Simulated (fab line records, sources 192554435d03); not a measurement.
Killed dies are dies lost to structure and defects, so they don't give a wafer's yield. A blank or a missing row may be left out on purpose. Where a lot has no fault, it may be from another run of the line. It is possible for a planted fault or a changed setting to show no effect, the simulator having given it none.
2 desks, one fault -- flow n5 finfet -- each desk has only its own numbers; what lay behind them comes last

== AT THE TOOL OWNER'S DESK: rie diel-06 ==
The tool's own readings at N5_BEOL_M11_TRENCH_ETCH_37 (etches SiCOH lowk in C4F6/O2, target depth 148.83 nm, time 48 s): means of the sampled wafers that have a number, for each lot that ran on this tool. If a lot's mean is further than 4 standard deviations from the usual mean, the lot is out of limits and carries the mark OUT (the distance appears in the brackets).
Columns: A = drypump motor current A at N5_BEOL_M11_TRENCH_ETCH_37, usual 5.8 A; B = oes_o_777_au at N5_BEOL_M11_TRENCH_ETCH_37, usual 0.80 a.u.; C = oes product au at N5_BEOL_M11_TRENCH_ETCH_37, usual 0.80 a.u.; D = rf vpp V at N5_BEOL_M11_TRENCH_ETCH_37, usual 670 V; E = showerhead plenum p Torr at N5_BEOL_M11_TRENCH_ETCH_37, usual 2.82 Torr; F = throttle valve pct at N5_BEOL_M11_TRENCH_ETCH_37, usual 21.0 %
lot,first seen here,A,B,C,D,E,F
L874,day 12 07:36,5.6,0.76,0.75,661,2.68,21.2
L884,day 14 22:08,5.5,0.71,0.71,671,2.64,21.3
L882,day 15 01:14,5.6,0.74,0.73,660,2.67,21.2
L883,day 15 06:33,6.2,0.69,0.51,679,2.74,21.3
L885,day 15 12:01,6.2,0.75,0.55,674,2.80,21.2
L887,day 15 12:29,6.1,0.74,0.53,661,2.74,21.2
This desk's verdict: no lot among the 6 shows anything out of limits.

== FROM THE METROLOGY DESK ==
Means of the sampled wafers that have a number, per lot and without regard to the tool the lot ran on: this is what the gauges read. If a lot's mean is further than 4 standard deviations from the usual mean, the lot is out of limits and carries the mark OUT (the distance appears in the brackets).
Columns: A = cd nm at N5_BEOL_M11_CD_MEAS_28, usual 70.2 nm; B = trench depth nm at N5_BEOL_M11_OCD_MEAS_38, usual 149.2 nm; C = M11_THK at N5_BEOL_M11_THK_MEAS_53, usual 140.1 nm; D = M11_RS at N5_BEOL_M11_RS_MEAS_57, usual 0.1505 ohm/sq
lot,first seen here,A,B,C,D
L874,day 12 07:08,69.8,149.5,141.5,0.1489
L876,day 12 18:34,70.8,149.1,140.2,0.1512
L877,day 13 10:38,69.6,150.0,141.2,0.1486
L878,day 13 20:38,70.2,152.5,142.6,0.1474
L880,day 14 09:07,70.5,150.2,139.7,0.1500
L884,day 14 21:44,69.2,147.1,137.2,0.1549
L882,day 15 00:50,69.3,150.0,140.3,0.1501
L883,day 15 06:09,70.5,86.3 (-30) OUT,76.0 (-26) OUT,0.3010 (+56) OUT
L885,day 15 11:38,70.0,86.8 (-30) OUT,78.3 (-25) OUT,0.2932 (+53) OUT
L887,day 15 11:47,70.4,87.0 (-30) OUT,76.8 (-25) OUT,0.2943 (+53) OUT
L888,day 16 22:10,70.3,149.5,140.4,0.1492
L892,day 17 11:37,70.4,148.9,140.8,0.1510
L893,day 17 19:37,70.9,151.3,144.0,0.1472
L894,day 18 03:10,69.9,150.5,140.9,0.1496
L896,day 18 03:20,71.3,150.6,141.5,0.1490
This desk's verdict: out of limits on L883, L885, L887, starting with L883 at day 15 06:44 (trench depth nm at N5_BEOL_M11_OCD_MEAS_38). In limits: L874, L876, L877, L878, L880, L884, L882, L888, L892, L893, L894, L896.

== BROUGHT TOGETHER ==
An alarm was possible from the metrology desk at day 15 06:44, on L883, L885, L887.
Nothing out of limits was seen by the tool owner's desk.
The tool owner's desk has L883, L885, L887 on record, within its limits.
N5_BEOL_M11_TRENCH_ETCH_37 was run on rie diel-06 by each of the lots named.

== WHAT THE SIMULATOR HAD INSERTED ==
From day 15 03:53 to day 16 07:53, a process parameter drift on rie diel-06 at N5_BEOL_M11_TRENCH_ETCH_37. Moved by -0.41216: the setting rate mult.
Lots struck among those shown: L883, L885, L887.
Per desk, hours elapsed from the start of the fault to the first reading out of limits: for the metrology desk, 3.
